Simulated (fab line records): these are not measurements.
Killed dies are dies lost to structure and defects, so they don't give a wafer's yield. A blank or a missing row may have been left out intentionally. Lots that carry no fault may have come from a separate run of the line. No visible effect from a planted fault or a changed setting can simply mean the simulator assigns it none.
Chamber matching + flow n5 finfet + N5_BEOL_M8_DESCUM_33 on rie diel-05: 4 sister chambers
The step chemistry O2, time 7 s. 18 wafers are shown with their chamber, then 9 later ones without.

## WAFERS PAIRED WITH THEIR CHAMBERS
| wafer  | chamber | throttle valve pct (%) | drypump motor current A (A) | showerhead plenum p Torr (Torr) |
|--------|---------|------------------------|-----------------------------|---------------------------------|
| L074.3 | 3       | 20.42                  | 4.9                         | 2.15                            |
| L074.4 | 2       | 20.27                  | 5.5                         | 2.23                            |
| L074.5 | 3       | 20.42                  | 4.8                         | 2.15                            |
| L078.1 | 2       | 20.27                  | 5.6                         | 2.23                            |
| L078.4 | 3       | 20.41                  | 4.8                         | 2.15                            |
| L078.5 | 0       | 20.03                  | 5.9                         | 2.04                            |
| L083.4 | 0       | 20.06                  | 5.9                         | 2.03                            |
| L083.5 | 3       | 20.44                  | 4.8                         | 2.14                            |
| L083.6 | 2       | 20.30                  | 5.5                         | 2.22                            |
| L084.2 | 3       | 20.46                  | 4.9                         | 2.14                            |
| L084.4 | 2       | 20.30                  | 5.6                         | 2.22                            |
| L084.5 | 3       | 20.44                  | 4.9                         | 2.14                            |
| L087.1 | 1       | 20.75                  | 5.2                         | 2.11                            |
| L087.2 | 0       | 20.06                  | 5.9                         | 2.03                            |
| L087.6 | 0       | 20.05                  | 5.9                         | 2.03                            |
| L090.3 | 2       | 20.31                  | 5.5                         | 2.22                            |
| L090.4 | 3       | 20.46                  | 4.8                         | 2.14                            |
| L090.5 | 1       | 20.77                  | 5.2                         | 2.10                            |

SIGNATURES, as means of the wafers listed above
| reading                  | chamber 0 | chamber 1 | chamber 2 | chamber 3 | scatter within a chamber |
|--------------------------|-----------|-----------|-----------|-----------|--------------------------|
| throttle valve pct       | 20.0500   | 20.7600   | 20.2900   | 20.4357   | 0.0181                   |
| drypump motor current A  | 5.900     | 5.200     | 5.540     | 4.843     | 0.0456                   |
| showerhead plenum p Torr | 2.0325    | 2.1050    | 2.2240    | 2.1443    | 0.00545                  |
Rule: for each reading, subtract the chamber's mean from the wafer's reading, divide by that reading's scatter and square the result; add these up over the readings and take the root, which gives the wafer's distance from the chamber. The wafer belongs to the nearest chamber; if the next one is less than 2 further off, it can't be placed. The scatter: take each reading less its chamber's mean, square it, sum over the shown wafers, divide by the number of wafers less the number of chambers, and take the root.

## WAFERS MISSING THEIR CHAMBER
| wafer  | throttle valve pct (%) | drypump motor current A (A) | showerhead plenum p Torr (Torr) |
|--------|------------------------|-----------------------------|---------------------------------|
| L091.2 | 20.48                  | 4.8                         | 2.14                            |
| L091.4 | 20.32                  | 5.5                         | 2.22                            |
| L091.6 | 20.32                  | 5.6                         | 2.22                            |
| L096.3 | 20.34                  | 5.6                         | 2.21                            |
| L096.4 | 20.09                  | 5.9                         | 2.02                            |
| L096.5 | 20.76                  | 5.2                         | 2.10                            |
| L095.2 | 20.35                  | 5.6                         | 2.21                            |
| L095.3 | 20.10                  | 5.9                         | 2.03                            |
| L095.4 | 20.79                  | 5.2                         | 2.10                            |

## WHICH CHAMBER EACH ONE RAN IN
| wafer  | from the rows above | in truth |
|--------|---------------------|----------|
| L091.2 | 3                   | 3        |
| L091.4 | 2                   | 2        |
| L091.6 | 2                   | 2        |
| L096.3 | 2                   | 2        |
| L096.4 | 0                   | 0        |
| L096.5 | 1                   | 1        |
| L095.2 | 2                   | 2        |
| L095.3 | 0                   | 0        |
| L095.4 | 1                   | 1        |
Correctly placed: 9 of 9. Can't be placed from these rows: 0. Placed wrongly: 0.
